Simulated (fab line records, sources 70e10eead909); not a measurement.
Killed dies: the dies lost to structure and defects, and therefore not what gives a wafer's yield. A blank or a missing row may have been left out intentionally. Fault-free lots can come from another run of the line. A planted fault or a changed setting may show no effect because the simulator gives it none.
fab line records | flow nand_harc
[record] lots = 24 wafers = 72 last_day = 25
route steps=1159 shown P_BONDPAD@367 A_ONON_D1@437 A_CHANNEL_HOLE_D1@465
lots untouched by any fault: they come from a run of this same line in which no faults occurred
start_h: hours from the record's first day to the start of the lot's first wafer shown | wait_h: hours from the lot's prior step to this one | " as in the row above | L1.1+2: a single row standing in for several wafers | - value missing, or start not given | * or withheld: withheld | < > ~ a bound
route shown NAME@n: a module of which the file shows steps, and the number in the route of the first | usual: the fault-free wafers' mean and standard deviation | same: alike in all rows | chamber/n: place in a boat | sites: each site's reading | _std_site: the values' standard deviation | _edge_site: inner sites' mean taken away from outer sites' mean | radius_mm: for every site, how far away it sits from the centre of the wafer | mask NAME#n: copy n | behind: the last tool/chamber to shape the wafer | hold: the reason the lot was held/the length of the hold in hours/how it ended | device: which transistor (n, p or np) failed to switch | end of line: the route-end tests of the same wafers | step lacking rows: just its recipe | killed: the dies lost at the first sort to structure and to defects; this is not the yield of the wafer | map: a wafer's dies, x killed, . not, _ none there
set.NAME: the setting the step ran with; set.NAME@STEP: the setting that earlier step ran with | model.NAME: the simulator's own value behind a step, which no gauge read
a sample of lots followed through the steps of the route, with each step as a table and each wafer as a row
services: from which hour (start_h, from the record's first day; less than 0 if before it) a tool's chamber was out of use, for how many hours, and why
[[steps]]
[step NHARC_P_BONDPAD_DESCUM_11]
[recipe] time_s = 3 o2_flow_sccm = 200 ar_flow_sccm = 0 bias_power_w = 0 chemistry = O2
[usual] drypump_motor_current_A = 5.8/0.33 oes_product_au = 0.997/0.011 rf_vpp_V = 57.6/0.96 showerhead_plenum_p_Torr = 1.90/0.05 throttle_valve_pct = 11.311/0.0096
// columns lot.wafer tool chamber start_h wait_h drypump_motor_current_A oes_product_au rf_hours_counter_h rf_vpp_V showerhead_plenum_p_Torr throttle_valve_pct
L074.3 rie_diel-03 3 139.73 - 6.1 1.003 9 57.1 1.93 11.315
L074.1 " 0 " " 5.4 0.979 9 57.2 1.86 11.309
L074.2 " 1 " " 6.0 1.007 9 56.7 1.85 11.328
L075.4 rie_diel-03 2 140.25 - 5.9 0.997 8 57.2 1.95 11.302
L075.3 " 0 " " 5.4 0.980 9 56.9 1.86 11.323
L075.2 " 1 " " 6.0 1.016 9 57.6 1.85 11.328
L076.2 rie_diel-03 1 146.98 - 6.0 1.009 10 58.4 1.85 11.319
L076.5 " 1 " " 6.0 1.014 - 57.5 1.85 11.333
L076.6 " 2 " " 5.9 0.993 - 57.5 1.95 11.302
L077.1 rie_diel-03 0 148.31 - 5.4 0.977 10 57.0 1.86 11.301
L077.3 " 1 " " 6.0 0.992 10 59.8 1.85 11.324
L077.4 " 3 " " 6.0 1.001 10 59.9 1.93 11.318
L078.2 rie_diel-01 0 148.79 - 6.6 0.976 0 57.5 1.88 11.303
L078.5 " 1 " " 5.7 1.008 - 57.7 1.98 11.315
L078.6 " 2 " " 5.9 1.005 - 57.4 1.90 11.320
L079.1 rie_diel-03 0 162.28 - 5.4 0.986 10 57.6 1.86 11.311
L079.6 " 1 " " 6.0 1.006 - 57.5 1.85 11.304
L079.4 " 3 " " 6.1 1.010 - 57.8 1.93 11.306
L081.1 rie_diel-03 3 173.40 - 6.0 1.001 11 57.6 1.93 11.303
L081.2 " 0 " " 5.4 0.992 11 56.5 1.86 11.315
L081.5 " 1 " " 6.0 0.997 - 56.4 1.85 11.321
L080.1 rie_diel-03 3 174.23 - 6.1 1.001 11 57.7 1.93 11.309
L080.5 " 3 " " 6.1 1.004 - 58.1 1.93 11.312
L080.6 " 0 " " 5.4 0.979 - 56.8 1.86 11.319
L083.1 rie_diel-03 1 182.27 - 6.0 0.995 12 57.9 1.85 11.319
L083.2 " 3 " " 6.1 0.999 12 57.4 1.93 11.305
L083.5 " 2 " " 5.9 1.000 - 58.6 1.95 11.295
L082.2 rie_diel-08 3 185.34 - 5.3 0.979 26 57.8 1.98 11.316
L082.1 " 1 " " 5.0 1.000 21 60.0 1.87 11.301
L082.5 " 3 " " 5.3 0.985 - 57.2 1.98 11.292
L084.4 rie_diel-01 3 186.11 - 5.5 0.991 17 58.5 1.81 11.310
L084.5 " 3 " " 5.5 0.996 - 56.0 1.81 11.297
L084.6 " 0 " " 6.6 0.990 - 57.1 1.88 11.314
L086.1 rie_diel-03 2 207.45 - 5.9 0.984 13 57.8 1.94 11.313
L086.2 " 1 " " 6.0 0.987 15 58.7 1.85 11.309
L086.6 " 2 " " 5.9 0.988 - 58.6 1.95 11.313
L087.1 rie_diel-01 1 207.76 - 5.7 1.009 24 57.3 1.98 11.315
L087.3 " 2 " " 5.9 0.998 24 57.5 1.89 11.307
L087.5 " 3 " " 5.5 0.996 - 56.8 1.81 11.324
L085.1 rie_diel-03 3 208.16 - 6.1 1.001 14 57.9 1.93 11.314
L085.4 " 1 " " 5.9 0.987 15 57.2 1.85 11.315
L085.6 " 3 " " 6.1 1.005 - 56.5 1.93 11.301
L088.1 rie_diel-08 1 210.18 - 5.0 1.012 29 57.6 1.87 11.316
L088.4 " 3 " " 5.3 0.988 35 57.8 1.98 11.300
L088.5 " 1 " " 5.0 1.004 - 56.1 1.87 11.315
L090.1 rie_diel-03 2 224.87 - 5.9 1.005 0 58.2 1.94 11.315
L090.4 " 3 " " 6.1 1.005 0 57.2 1.93 11.300
L090.6 " 1 " " 6.0 0.989 - 57.1 1.85 11.323
L089.3 rie_diel-03 0 225.58 - 5.4 0.977 0 58.0 1.86 11.321
L089.1 " 1 " " 6.0 0.998 0 56.8 1.85 11.302
L089.6 " 3 " " 6.1 1.007 - 57.6 1.93 11.308
L091.1 rie_diel-08 2 232.34 - 6.0 0.994 35 57.2 1.98 11.313
L091.3 " 0 " " 6.1 0.988 37 56.5 1.81 11.317
L091.2 " 1 " " 5.0 1.007 35 58.1 1.87 11.318
L092.2 rie_diel-03 0 234.79 - 5.4 0.992 1 56.3 1.86 11.311
L092.1 " 3 " " 6.1 1.009 1 57.6 1.93 11.311
L092.6 " 0 " " 5.4 1.003 - 56.4 1.86 11.307
L093.1 rie_diel-03 2 244.04 - 5.9 1.003 1 58.3 1.94 11.310
L093.3 " 0 " " 5.4 0.985 1 57.1 1.86 11.303
L093.6 " 2 " " 5.9 1.012 - 58.4 1.94 11.308
L094.4 rie_diel-03 0 249.38 - 5.4 0.996 2 56.6 1.86 11.320
L094.2 " 3 " " 6.1 1.008 2 56.4 1.92 11.304
L094.5 " 0 " " 5.4 0.996 - 55.1 1.85 11.316
L095.3 rie_diel-01 0 250.73 - 6.6 0.980 39 57.2 1.87 11.299
L095.4 " 3 " " 5.5 0.984 35 58.0 1.81 11.321
L095.5 " 1 " " 5.7 1.006 - 58.4 1.97 11.316
L096.2 rie_diel-03 2 255.35 - 5.9 1.005 2 58.2 1.94 11.321
L096.1 " 1 " " 6.0 1.004 2 56.7 1.85 11.306
L096.6 " 2 " " 5.9 1.005 - 58.1 1.94 11.320
L097.4 rie_diel-03 2 266.23 - 5.9 1.002 3 58.1 1.94 11.287
L097.3 " 1 " " 6.0 1.000 3 58.6 1.85 11.303
L097.6 " 2 " " 5.9 0.997 - 59.3 1.94 11.319
[step NHARC_A_ONON_D1_THK_MEAS_18]
[recipe] thk_meas_gauge = ellipsometry
[usual] thk_nm = 999/9.6
// columns lot.wafer tool chamber start_h wait_h thk_nm
L074.1 film_metro-02 - 177.29 - 992
L074.2 " - " " 995
L074.3 " - " " 993
L075.2 film_metro-01 - 177.31 - 1006
L075.3 " - " " 1002
L075.4 " - " " 1005
L078.2 film_metro-01 - 186.12 - 1005
L078.5 " - " " 1005
L078.6 " - " " 1005
L077.1 film_metro-02 - 186.13 - 989
L077.3 " - " " 987
L077.4 " - " " 988
L076.2 film_metro-01 - 186.16 - 989
L076.5 " - " " 989
L076.6 " - " " 990
L079.1 film_metro-02 - 198.67 - 991
L079.4 " - " " 989
L079.6 " - " " 992
L080.1 film_metro-01 - 210.38 - 1007
L080.5 " - " " 1007
L080.6 " - " " 1006
L081.1 film_metro-02 - 210.38 - 991
L081.2 " - " " 992
L081.5 " - " " 994
L083.1 film_metro-01 - 220.28 - 1000
L083.2 " - " " 998
L083.5 " - " " 1001
L084.4 film_metro-02 - 220.29 - 1017
L084.5 " - " " 1015
L084.6 " - " " 1015
L082.1 film_metro-01 - 220.29 - 1011
L082.2 " - " " 1009
L082.5 " - " " 1011
L087.1 film_metro-02 - 245.18 - 1002
L087.3 " - " " 1003
L087.5 " - " " 1001
L088.1 film_metro-01 - 245.19 - 1003
L088.4 " - " " 1004
L088.5 " - " " 1004
L085.1 film_metro-02 - 245.20 - 996
L085.4 " - " " 997
L085.6 " - " " 995
L086.1 film_metro-02 - 245.53 - 997
L086.2 " - " " 1000
L086.6 " - " " 999
L089.1 film_metro-02 - 264.27 - 984
L089.3 " - " " 985
L089.6 " - " " 984
L090.1 film_metro-02 - 264.28 - 995
L090.4 " - " " 994
L090.6 " - " " 994
L091.1 film_metro-02 - 269.29 - 997
L091.2 " - " " 996
L091.3 " - " " 996
L092.1 film_metro-02 - 269.30 - 997
L092.2 " - " " 995
L092.6 " - " " 994
L093.1 film_metro-01 - 284.99 - 1009
L093.3 " - " " 1010
L093.6 " - " " 1009
L094.2 film_metro-01 - 284.99 - 1008
L094.4 " - " " 1007
L094.5 " - " " 1008
L095.3 film_metro-01 - 285.00 - 992
L095.4 " - " " 990
L095.5 " - " " 993
L096.1 film_metro-01 - 293.05 - 988
L096.2 " - " " 987
L096.6 " - " " 986
L097.3 film_metro-02 - 306.91 - 1024
L097.4 " - " " 1023
L097.6 " - " " 1023
[step NHARC_A_CHANNEL_HOLE_D1_DESCUM_15]
[recipe] time_s = 3 o2_flow_sccm = 200 ar_flow_sccm = 0 bias_power_w = 0 chemistry = O2
[usual] drypump_motor_current_A = 5.8/0.31 oes_product_au = 1.005/0.013 rf_vpp_V = 57.8/0.81 showerhead_plenum_p_Torr = 1.93/0.078 throttle_valve_pct = 11.311/0.0097
// columns lot.wafer tool chamber start_h wait_h drypump_motor_current_A oes_product_au rf_hours_counter_h rf_vpp_V showerhead_plenum_p_Torr throttle_valve_pct
L074.1 rie_diel-09 3 185.02 0.1 5.8 0.989 7 58.2 1.95 11.302
L074.2 " 1 " " 5.8 1.009 6 57.6 2.00 11.302
L074.3 " 2 " " 6.1 0.989 7 57.2 2.00 11.327
L075.2 rie_diel-12 0 186.67 0.1 5.6 1.009 11 58.0 2.07 11.302
L075.3 " 1 " " 6.2 1.010 10 57.4 1.80 11.316
L075.4 " 3 " " 5.6 1.037 11 57.1 2.00 11.312
L078.2 rie_diel-12 2 195.51 0.1 6.1 0.999 12 57.9 1.91 11.313
L078.6 " 2 " " 6.2 1.007 - 60.0 1.91 11.304
L078.5 " 3 " " 5.6 1.038 - 58.0 2.00 11.316
L077.1 rie_diel-09 3 196.38 0.1 5.8 0.983 8 58.0 1.95 11.310
L077.4 " 0 " " 5.5 0.996 7 57.7 1.80 11.311
L077.3 " 2 " " 6.0 0.991 8 58.2 2.00 11.318
L076.2 rie_diel-12 3 196.41 0.1 5.6 1.038 13 58.8 2.00 11.304
L076.5 " 1 " " 6.2 1.013 - 57.9 1.80 11.300
L076.6 " 2 " " 6.1 1.007 - 57.2 1.91 11.317
L079.4 rie_diel-11 0 204.40 0.1 6.3 1.006 0 58.1 1.93 11.314
L079.1 " 1 " " 5.7 1.013 0 58.1 1.93 11.309
L079.6 " 1 " " 5.7 1.015 - 57.6 1.93 11.294
L080.1 rie_diel-11 0 216.29 0.1 6.3 1.011 1 56.7 1.93 11.313
L080.6 " 3 " " 5.3 1.001 - 57.6 2.04 11.304
L080.5 " 0 " " 6.3 1.010 - 59.0 1.93 11.316
L081.1 rie_diel-09 2 216.84 0.1 6.1 0.985 10 58.9 2.00 11.341
L081.2 " 1 " " 5.7 0.992 9 57.2 1.99 11.315
L081.5 " 2 " " 6.1 0.971 - 58.3 2.00 11.323
L083.2 rie_diel-11 3 226.08 0.1 5.3 1.010 2 59.7 2.04 11.314
L083.1 " 0 " " 6.3 1.035 2 58.2 1.93 11.307
L083.5 " 2 " " 5.8 0.996 - 57.8 1.86 11.311
L084.4 rie_diel-09 1 226.75 0.1 5.8 1.000 11 58.8 1.99 11.323
L084.6 " 0 " " 5.5 1.003 - 59.0 1.80 11.326
L084.5 " 1 " " 5.7 1.006 - 58.8 1.99 11.298
L082.2 rie_diel-12 1 227.79 0.1 6.2 0.987 1 57.0 1.80 11.309
L082.1 " 2 " " 6.2 1.013 1 57.3 1.91 11.321
L082.5 " 3 " " 5.6 0.998 - 58.8 2.00 11.319
L087.3 rie_diel-11 1 253.64 0.1 5.6 1.017 3 57.1 1.93 11.318
L087.1 " 0 " " 6.3 1.020 3 57.8 1.93 11.333
L087.5 " 2 " " 5.8 1.001 - 57.4 1.86 11.317
L088.1 rie_diel-11 3 255.40 0.1 5.3 1.013 4 57.3 2.04 11.319
L088.4 " 1 " " 5.7 0.999 3 56.3 1.93 11.307
L088.5 " 3 " " 5.3 1.021 - 58.5 2.04 11.302
L085.1 rie_diel-12 1 255.60 0.1 6.2 0.996 3 58.2 1.80 11.317
L085.4 " 3 " " 5.6 1.007 3 58.4 1.99 11.306
L085.6 " 2 " " 6.2 1.005 - 57.5 1.91 11.321
L086.2 rie_diel-11 1 255.77 0.1 5.7 1.017 4 57.9 1.93 11.308
L086.1 " 2 " " 5.8 1.001 3 58.0 1.86 11.309
L086.6 " 1 " " 5.7 1.006 - 58.3 1.93 11.321
L089.3 rie_diel-11 2 269.94 0.1 5.8 1.007 5 57.2 1.86 11.289
L089.1 " 0 " " 6.3 1.011 6 57.5 1.93 11.309
L089.6 " 1 " " 5.7 1.009 - 56.9 1.93 11.315
L090.1 rie_diel-09 0 269.98 0.1 5.5 1.004 0 57.4 1.80 11.319
L090.4 " 2 " " 6.1 0.992 0 59.1 2.00 11.324
L090.6 " 0 " " 5.5 1.007 - 56.9 1.80 11.312
L091.3 rie_diel-12 3 274.90 0.1 5.6 1.002 4 57.5 1.99 11.319
L091.2 " 0 " " 5.5 0.985 5 59.1 2.06 11.295
L091.1 " 1 " " 6.2 1.005 4 56.7 1.80 11.324
L092.1 rie_diel-09 2 275.46 0.1 6.1 0.997 1 57.7 2.00 11.309
L092.2 " 1 " " 5.8 0.985 1 58.9 1.99 11.313
L092.6 " 3 " " 5.8 1.001 - 58.1 1.95 11.300
L093.3 rie_diel-12 1 290.55 0.1 6.2 1.010 6 58.1 1.80 11.303
L093.1 " 3 " " 5.6 1.007 6 59.1 1.99 11.307
L093.6 " 2 " " 6.1 1.009 - 57.6 1.91 11.306
L094.2 rie_diel-11 2 290.61 0.1 5.8 1.000 6 56.1 1.86 11.317
L094.4 " 3 " " 5.3 1.012 6 57.6 2.04 11.308
L094.5 " 2 " " 5.8 1.001 - 57.0 1.86 11.319
L095.3 rie_diel-09 2 290.75 0.1 6.1 1.004 3 58.0 2.00 11.302
L095.4 " 3 " " 5.8 1.016 3 58.6 1.95 11.302
L095.5 " 2 " " 6.1 1.012 - 57.2 2.00 11.324
L096.1 rie_diel-11 3 301.53 0.1 5.3 1.014 7 57.8 2.04 11.306
L096.2 " 0 " " 6.3 1.010 8 57.7 1.93 11.312
L096.6 " 2 " " 5.8 0.992 - 55.9 1.86 11.309
L097.4 rie_diel-11 3 313.76 0.1 5.3 1.020 7 57.2 2.04 11.302
L097.3 " 0 " " 6.3 1.005 9 57.8 1.93 11.305
L097.6 " 2 " " 5.8 0.993 - 57.4 1.86 11.310
[step NHARC_A_CHANNEL_HOLE_D1_CD_MEAS_18]
[usual] cd_nm = 99.1/2.9
// columns lot.wafer tool chamber start_h wait_h cd_nm
L074.1 cd_sem-03 - 186.13 - 105.3
L074.2 " - " " 99.8
L074.3 " - " " 99.7
L075.2 cd_sem-01 - 187.78 - 99.1
L075.3 " - " " 98.0
L075.4 " - " " 101.9
L078.2 cd_sem-03 - 196.62 - 101.3
L078.5 " - " " 101.5
L078.6 " - " " 99.8
L077.1 cd_sem-02 - 197.48 - 107.4
L077.3 " - " " 100.4
L077.4 " - " " 98.8
L076.2 cd_sem-03 - 197.51 - 99.0
L076.5 " - " " 98.1
L076.6 " - " " 99.2
L079.1 cd_sem-03 - 205.51 - 98.0
L079.4 " - " " 95.9
L079.6 " - " " 95.8
L080.1 cd_sem-02 - 217.39 - 96.1
L080.5 " - " " 101.2
L080.6 " - " " 92.5
L081.1 cd_sem-01 - 217.94 - 95.6
L081.2 " - " " 102.9
L081.5 " - " " 102.3
L083.1 cd_sem-02 - 227.18 - 97.8
L083.2 " - " " 99.2
L083.5 " - " " 98.1
L084.4 cd_sem-03 - 227.85 - 96.8
L084.5 " - " " 99.0
L084.6 " - " " 103.2
L082.1 cd_sem-03 - 228.89 - 99.3
L082.2 " - " " 101.5
L082.5 " - " " 97.3
L087.1 cd_sem-03 - 254.76 - 95.9
L087.3 " - " " 96.8
L087.5 " - " " 98.7
L088.1 cd_sem-02 - 256.50 - 98.5
L088.4 " - " " 94.9
L088.5 " - " " 97.1
L085.1 cd_sem-03 - 256.72 - 100.2
L085.4 " - " " 97.5
L085.6 " - " " 97.0
L086.1 cd_sem-03 - 257.19 - 98.6
L086.2 " - " " 94.3
L086.6 " - " " 95.2
L090.1 cd_sem-03 - 271.08 - 97.2
L090.4 " - " " 97.5
L090.6 " - " " 99.8
L089.1 cd_sem-02 - 271.13 - 98.7
L089.3 " - " " 97.5
L089.6 " - " " 96.0
L091.1 cd_sem-03 - 275.99 - 99.2
L091.2 " - " " 99.4
L091.3 " - " " 99.5
L092.1 cd_sem-02 - 276.56 - 94.8
L092.2 " - " " 94.8
L092.6 " - " " 98.7
L094.2 cd_sem-02 - 291.72 - 97.0
L094.4 " - " " 100.6
L094.5 " - " " 100.0
L095.3 cd_sem-01 - 291.86 - 102.8
L095.4 " - " " 97.7
L095.5 " - " " 101.2
L093.1 cd_sem-03 - 291.87 - 100.9
L093.3 " - " " 100.9
L093.6 " - " " 96.4
L096.1 cd_sem-02 - 302.62 - 99.2
L096.2 " - " " 100.0
L096.6 " - " " 102.3
L097.3 cd_sem-02 - 314.87 - 94.7
L097.4 " - " " 96.6
L097.6 " - " " 97.8
[step NHARC_A_CHANNEL_HOLE_D1_ETCH_19]
[recipe] bias_v = 1200 source_w = 2500 pressure_mtorr = 15 time_s = 34.5 ar_flow_sccm = 375 c4f8_flow_sccm = 28.8 o2_flow_sccm = 96.2 temp_c = -20 target_depth_a = * chemistry = C4F8/O2/Ar
[usual] c4f8_flow_sccm = 28.79/0.084 drypump_motor_current_A = 5.8/0.48 showerhead_plenum_p_Torr = 3.77/0.14 throttle_valve_pct = 37.039/0.0093
// columns lot.wafer tool chamber start_h wait_h c4f8_flow_sccm drypump_motor_current_A rf_hours_counter_h showerhead_plenum_p_Torr throttle_valve_pct
L074.1 har_etch-02 0 186.20 0.1 28.70 5.4 105 3.56 37.042
L074.2 " 1 " " 28.87 5.9 105 3.92 37.041
L074.3 " 0 " " 28.67 5.4 - 3.56 37.049
L075.2 har_etch-01 0 187.87 0.1 28.87 5.5 180 3.88 37.034
L075.3 " 1 " " 28.83 6.6 - 3.78 37.059
L075.4 " 0 " " 28.81 5.4 - 3.88 37.042
L078.2 har_etch-01 0 196.71 0.1 28.93 5.5 185 3.88 37.044
L078.6 " 1 " " 28.58 6.5 - 3.78 37.038
L078.5 " 0 " " 28.90 5.4 - 3.88 37.055
L077.1 har_etch-02 0 197.58 0.1 28.85 5.4 112 3.56 37.043
L077.4 " 1 " " 28.82 5.9 - 3.92 37.035
L077.3 " 0 " " 28.86 5.4 - 3.56 37.031
L076.2 har_etch-01 1 200.87 3.4 28.69 6.6 189 3.77 37.041
L076.6 " 1 " " 28.71 6.6 - 3.77 37.040
L076.5 " 0 " " 28.76 5.5 - 3.87 37.043
L079.1 har_etch-02 1 205.61 0.1 28.79 5.9 118 3.92 37.040
L079.4 " 1 " " 28.88 5.9 - 3.92 37.038
L079.6 " 0 " " 28.54 5.4 - 3.56 37.047
L080.1 har_etch-02 1 217.48 0.1 28.90 5.9 123 3.91 37.048
L080.5 " 1 " " 28.80 5.9 - 3.91 37.033
L080.6 " 0 " " 28.69 5.4 - 3.55 37.054
L081.2 har_etch-01 0 218.03 0.1 28.81 5.5 196 3.87 37.046
L081.1 " 1 " " 28.70 6.6 196 3.77 37.032
L081.5 " 1 " " 28.78 6.6 - 3.77 37.063
L083.1 har_etch-01 0 227.26 0.1 28.77 5.4 200 3.87 37.036
L083.2 " 1 " " 28.71 6.6 200 3.77 37.044
L083.5 " 0 " " 28.81 5.4 - 3.87 37.033
L084.4 har_etch-02 0 227.98 0.1 28.73 5.4 - 3.55 37.039
L084.6 " 1 " " 28.94 5.9 - 3.91 37.041
L084.5 " 0 " " 28.81 5.4 - 3.55 37.030
L082.1 har_etch-01 0 231.42 2.5 28.71 5.5 204 3.87 37.037
L082.2 " 1 " " 28.70 6.6 204 3.77 37.030
L082.5 " 1 " " 28.71 6.6 - 3.77 37.035
L087.1 har_etch-01 1 254.84 0.1 28.65 6.6 211 3.76 37.038
L087.3 " 1 " " 28.72 6.6 - 3.76 37.031
L087.5 " 1 " " 28.82 6.6 - 3.76 37.038
L088.1 har_etch-02 0 256.57 0.1 28.85 5.4 137 3.55 37.031
L088.4 " 1 " " 28.82 5.9 - 3.90 37.048
L088.5 " 1 " " 28.73 5.8 - 3.90 37.029
L085.1 har_etch-01 0 259.04 2.3 28.77 5.5 215 3.86 37.038
L085.4 " 1 " " 28.88 6.6 - 3.76 37.040
L085.6 " 0 " " 28.79 5.5 - 3.86 37.020
L086.1 har_etch-02 1 260.73 3.5 28.85 5.9 141 3.90 37.037
L086.2 " 0 " " 28.82 5.4 141 3.54 37.041
L086.6 " 1 " " 28.84 5.9 - 3.90 37.027
L090.1 har_etch-02 0 271.15 0.1 28.72 5.4 145 3.54 37.055
L090.4 " 0 " " 28.95 5.4 - 3.54 37.051
L090.6 " 0 " " 28.88 5.4 - 3.54 37.021
L089.1 har_etch-01 1 271.22 0.1 28.76 6.6 222 3.76 37.045
L089.3 " 0 " " 28.87 5.5 - 3.85 37.051
L089.6 " 0 " " 28.82 5.5 - 3.85 37.040
L091.2 har_etch-02 1 276.07 0.1 28.85 5.9 149 3.90 37.031
L091.1 " 0 " " 28.97 5.4 149 3.54 37.027
L091.3 " 1 " " 28.60 5.8 - 3.90 37.043
L092.2 har_etch-01 1 276.64 0.1 28.78 6.6 225 3.75 37.045
L092.1 " 0 " " 28.93 5.5 225 3.85 37.026
L092.6 " 1 " " 28.74 6.6 - 3.75 37.044
L094.2 har_etch-01 0 291.80 0.1 28.75 5.5 232 3.85 37.032
L094.4 " 1 " " 28.73 6.6 - 3.75 37.046
L094.5 " 1 " " 28.88 6.6 - 3.75 37.045
L095.4 har_etch-02 1 291.97 0.1 28.81 5.8 - 3.89 37.038
L095.3 " 0 " " 28.65 5.4 - 3.54 37.029
L095.5 " 1 " " 28.79 5.8 - 3.89 37.026
L093.1 har_etch-01 1 295.98 4.1 28.78 6.6 236 3.75 37.041
L093.3 " 1 " " 28.73 6.6 - 3.75 37.038
L093.6 " 0 " " 28.84 5.4 - 3.85 37.041
L096.2 har_etch-02 0 302.69 0.1 28.89 5.4 162 3.53 37.015
L096.1 " 1 " " 28.88 5.8 162 3.89 37.033
L096.6 " 0 " " 28.76 5.4 - 3.53 37.037
L097.3 har_etch-02 0 314.97 0.1 28.78 5.4 - 3.53 37.038
L097.4 " 1 " " 28.72 5.8 - 3.89 37.029
L097.6 " 1 " " 28.82 5.9 - 3.89 37.048
[step NHARC_A_CHANNEL_HOLE_D1_ETCH_22]
[recipe] bias_v = 3000 source_w = withheld pressure_mtorr = 20 time_s = 666.7 ar_flow_sccm = 375 c4f8_flow_sccm = 89.3 o2_flow_sccm = 35.7 temp_c = -20 target_depth_a = 16000 chemistry = C4F8/O2/Ar
[usual] c4f8_flow_sccm = 89.31/0.26 drypump_motor_current_A = 5.8/0.49 showerhead_plenum_p_Torr = 3.73/0.13 throttle_valve_pct = 32.154/0.0098
// columns lot.wafer tool chamber start_h wait_h c4f8_flow_sccm drypump_motor_current_A rf_hours_counter_h showerhead_plenum_p_Torr throttle_valve_pct
L074.1 har_etch-02 0 187.07 0.4 88.69 5.4 106 3.53 32.144
L074.2 " 1 " " 89.54 5.9 106 3.87 32.136
L074.3 " 0 " " 89.12 5.4 - 3.53 32.149
L075.2 har_etch-01 0 188.82 0.4 89.44 5.5 181 3.83 32.151
L075.3 " 1 " " 89.54 6.6 - 3.74 32.168
L075.4 " 0 " " 89.05 5.5 - 3.83 32.156
L078.2 har_etch-01 0 197.65 0.4 89.25 5.5 186 3.83 32.149
L078.6 " 1 " " 89.32 6.6 - 3.73 32.154
L078.5 " 0 " " 89.55 5.5 - 3.83 32.142
L077.1 har_etch-02 0 198.52 0.4 89.07 5.4 113 3.52 32.160
L077.4 " 1 " " 89.41 5.8 - 3.87 32.145
L077.3 " 0 " " 89.25 5.4 - 3.52 32.143
L076.2 har_etch-01 1 201.74 0.4 89.55 6.6 190 3.73 32.142
L076.6 " 1 " " 89.12 6.6 - 3.73 32.138
L076.5 " 0 " " 88.85 5.4 - 3.83 32.149
L079.1 har_etch-02 1 206.55 0.4 89.64 5.9 118 3.87 32.165
L079.4 " 1 " " 88.57 5.9 - 3.87 32.164
L079.6 " 0 " " 89.25 5.4 - 3.52 32.163
L080.1 har_etch-02 1 218.36 0.4 89.20 5.9 124 3.86 32.148
L080.5 " 1 " " 89.23 5.9 - 3.86 32.141
L080.6 " 0 " " 89.34 5.4 - 3.52 32.163
L081.2 har_etch-01 0 218.90 0.4 89.32 5.4 197 3.82 32.148
L081.1 " 1 " " 89.43 6.6 197 3.73 32.154
L081.5 " 1 " " 89.95 6.6 - 3.73 32.165
L083.1 har_etch-01 0 228.13 0.4 89.10 5.4 201 3.82 32.158
L083.2 " 1 " " 89.38 6.6 201 3.72 32.176
L083.5 " 0 " " 88.99 5.4 - 3.82 32.139
L084.4 har_etch-02 0 229.07 0.4 89.30 5.4 - 3.52 32.166
L084.6 " 1 " " 89.50 5.9 - 3.86 32.145
L084.5 " 0 " " 89.39 5.4 - 3.52 32.164
L082.1 har_etch-01 0 232.29 0.4 89.78 5.5 205 3.82 32.160
L082.2 " 1 " " 89.37 6.6 205 3.72 32.155
L082.5 " 1 " " 89.34 6.6 - 3.72 32.141
L087.1 har_etch-01 1 255.71 0.4 89.08 6.6 212 3.72 32.155
L087.3 " 1 " " 89.34 6.6 - 3.72 32.157
L087.5 " 1 " " 89.33 6.6 - 3.72 32.146
L088.1 har_etch-02 0 257.44 0.4 89.22 5.4 138 3.51 32.151
L088.4 " 1 " " 89.21 5.9 - 3.85 32.161
L088.5 " 1 " " 89.15 5.9 - 3.85 32.159
L085.1 har_etch-01 0 259.98 0.4 89.34 5.5 215 3.81 32.148
L085.4 " 1 " " 88.74 6.6 - 3.72 32.148
L085.6 " 0 " " 89.43 5.4 - 3.81 32.151
L086.1 har_etch-02 1 261.61 0.4 89.30 5.8 142 3.85 32.138
L086.2 " 0 " " 89.51 5.4 142 3.51 32.153
L086.6 " 1 " " 88.91 5.8 - 3.85 32.173
L090.1 har_etch-02 0 272.02 0.4 89.51 5.4 145 3.51 32.157
L090.4 " 0 " " 89.23 5.4 - 3.51 32.164
L090.6 " 0 " " 89.23 5.4 - 3.51 32.154
L089.1 har_etch-01 1 272.17 0.4 89.23 6.6 222 3.71 32.144
L089.3 " 0 " " 89.33 5.4 - 3.81 32.151
L089.6 " 0 " " 89.28 5.4 - 3.81 32.163
L091.2 har_etch-02 1 276.93 0.4 89.45 5.8 149 3.85 32.155
L091.1 " 0 " " 89.44 5.4 149 3.51 32.158
L091.3 " 1 " " 88.80 5.8 - 3.85 32.148
L092.2 har_etch-01 1 277.51 0.4 89.67 6.6 226 3.71 32.155
L092.1 " 0 " " 89.37 5.4 226 3.81 32.144
L092.6 " 1 " " 89.26 6.6 - 3.71 32.154
L094.2 har_etch-01 0 292.66 0.4 88.73 5.5 233 3.80 32.156
L094.4 " 1 " " 88.92 6.6 - 3.71 32.154
L094.5 " 1 " " 89.20 6.6 - 3.71 32.149
L095.4 har_etch-02 1 292.98 0.4 89.57 5.9 - 3.84 32.134
L095.3 " 0 " " 89.00 5.4 - 3.50 32.156
L095.5 " 1 " " 89.30 5.8 - 3.84 32.163
L093.1 har_etch-01 1 296.92 0.4 89.67 6.6 237 3.70 32.146
L093.3 " 1 " " 89.34 6.6 - 3.70 32.164
L093.6 " 0 " " 89.52 5.5 - 3.80 32.141
L096.2 har_etch-02 0 303.56 0.4 89.62 5.4 163 3.50 32.153
L096.1 " 1 " " 89.14 5.9 163 3.84 32.142
L096.6 " 0 " " 89.51 5.4 - 3.50 32.148
L097.3 har_etch-02 0 315.99 0.4 89.63 5.4 - 3.50 32.158
L097.4 " 1 " " 89.23 5.9 - 3.84 32.163
L097.6 " 1 " " 89.24 5.8 - 3.84 32.148
[[services]]
// columns tool chamber start_h hours kind
rie_diel-12 0 123.20 4.1 repair
rie_diel-08 - 124.82 9.0 pm
rie_diel-03 2 127.68 7.1 repair
rie_diel-11 - 131.61 0.7 repair
rie_diel-12 1 132.49 7.5 repair
rie_diel-01 - 137.95 9.0 pm
rie_diel-11 3 138.76 12.0 repair
har_etch-02 - 152.39 4.6 repair
rie_diel-03 2 155.35 11.9 repair
har_etch-01 - 163.60 0.7 repair
rie_diel-12 0 163.84 3.2 repair
rie_diel-11 - 189.50 9.0 pm
rie_diel-03 3 198.12 6.9 repair
rie_diel-01 3 200.12 7.1 repair
rie_diel-12 - 202.44 9.0 pm
rie_diel-01 - 206.29 0.6 repair
rie_diel-03 - 215.31 9.0 pm
rie_diel-09 - 230.84 2.3 repair
rie_diel-09 - 254.10 9.0 pm
rie_diel-01 3 256.86 8.8 repair
rie_diel-11 3 259.25 11.1 repair
rie_diel-12 0 290.22 2.2 repair
har_etch-01 - 306.00 17.0 pm
rie_diel-01 - 314.97 9.0 pm
[[key]]
fault none
